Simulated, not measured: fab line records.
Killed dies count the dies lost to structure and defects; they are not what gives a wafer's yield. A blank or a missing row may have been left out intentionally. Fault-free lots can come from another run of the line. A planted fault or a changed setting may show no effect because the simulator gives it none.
Struck lot and sound lot, side by side :: flow n5_finfet :: 17 steps out of a route of 1938
Sound: the wafers L624.2, L624.3, L624.4. Struck: wafers L631.1, L631.5. (L631.3 of the same lot was not struck and is left out.) The cause comes at the end.
Each step with rows lists, per side, the tool, then ch with its chambers, then its first start. Under that, the readings that differ: sound wafers :: struck wafers :: difference of the means :: sigmas: that difference in standard deviations of wafers without a fault.
alike: words and numbers the same on both sides, and readings whose means are apart by under 2 such deviations; not compared: readings that were withheld, readings missing a value for some wafer, numbers with overlapping values and no deviation given by the record, and bounds like >300 which may hide the same value.
The two part at a step that has a row with sigmas, a row that says differs or no value, or rows on one side only. Non-overlapping numbers with no deviation appear without sigmas and do not part them. Lack of a reading on every wafer of one side parts them only where that side has two or more wafers.

first, 4 steps without rows for these wafers: N5_BEOL_M10_HM_STRIP_39 (strips TiN in peroxide tin strip, target depth 25 nm, time 158 s); N5_BEOL_M10_SRD_40 (time 30 s); N5_BEOL_M10_PRECLEAN_42 (cleans in residue remover, time 60 s); N5_BEOL_M10_SRD_43 (time 30 s).
N5_BEOL_M10_CD_MEAS_35 targets a cd of 70 nm.
  sound on cd_sem-01, day 11 15:08; struck on cd_sem-01, day 13 00:49
  alike: cd_nm
then, 1 step without rows for these wafers: N5_BEOL_M10_CURE_72 (cures SiCOH lowk, time 120 s).
N5_BEOL_M10_DEGAS_44: time 60 s.
  sound on pvd_sputter-02, day 11 15:31; struck on pvd_sputter-03, day 13 01:29
  alike: heater_power_w
N5_BEOL_M10_PRE_CLEAN_45: time 30 s.
  sound on pvd_sputter-02, day 11 15:33; struck on pvd_sputter-03, day 13 01:32
  alike: heater_power_w
N5_BEOL_M10_ALD_74: deposits TaN, target thk 2 nm, pulse time 2 s, purge time 3 s.
  sound on ald_metal-04 ch 0,1,3, day 11 15:37; struck on ald_metal-03 ch 0,1, day 13 01:37
  alike: heater_power_w, mfc_carrier_sccm, precursor_vessel_carrier_sccm
N5_BEOL_M10_SURFACE_TREAT_76:
  sound on pvd_sputter-03, day 11 15:57; struck on pvd_sputter-02, day 13 01:57
  not compared: throttle_valve_pct
then, 1 step without rows for these wafers: N5_BEOL_M10_CVD_75 (deposits Co from CCTBA/H2, target thk 2 nm, time 138.9 s).
N5_BEOL_M10_SPUTTER_48: material Cu, target thk 12 nm, time 2 s.
  sound on pvd_sputter-02, day 11 16:12; struck on pvd_sputter-03, day 13 02:11
  alike: throttle_valve_pct
N5_BEOL_M10_ECD_50: material Cu, target thk 318 nm.
  sound on ecd_cu-02 ch 0,1, day 11 16:19; struck on ecd_cu-02 ch 1, day 13 02:19
reading: model.Cu_of_BEOL_M10_ECD_50.thk_nm (nm)
sound: 318 315.6 313.8
struck: 221.8 220
difference: -94.9
sigmas: 
then, 1 step without rows for these wafers: N5_BEOL_M10_ANNEAL_51 (time 90 s).
N5_BEOL_M10_CMP_52: polishes, stops on SiCOH lowk, t overpolish 7 s, target thk 140 nm.
  sound on cmp-02 ch 0,1,3, day 11 17:25; struck on cmp-01 ch 2,3, day 13 02:43
reading: time_to_endpoint_s (s)
sound: 63.0 64.7 61.7
struck: 42.9 47.4
difference: -18.0
sigmas: -6
  alike: clearing_platen_rpm, head_pressure_psi, motor_current_A
  not compared: pad_life_wafers
N5_BEOL_M10_THK_MEAS_53: measures by xrf.
  sound on film_metro-01, day 11 17:43; struck on film_metro-01, day 13 03:01
  alike: M10_THK
next, for these wafers, 1 step has no rows: N5_PASSIVATION_PROBE_49.

WHERE THEY PART
N5_BEOL_M10_CMP_52 only, going by this record. Later steps at which nothing parts them and some readings are alike: N5_BEOL_M10_THK_MEAS_53.

WHY: the cause the simulator had injected
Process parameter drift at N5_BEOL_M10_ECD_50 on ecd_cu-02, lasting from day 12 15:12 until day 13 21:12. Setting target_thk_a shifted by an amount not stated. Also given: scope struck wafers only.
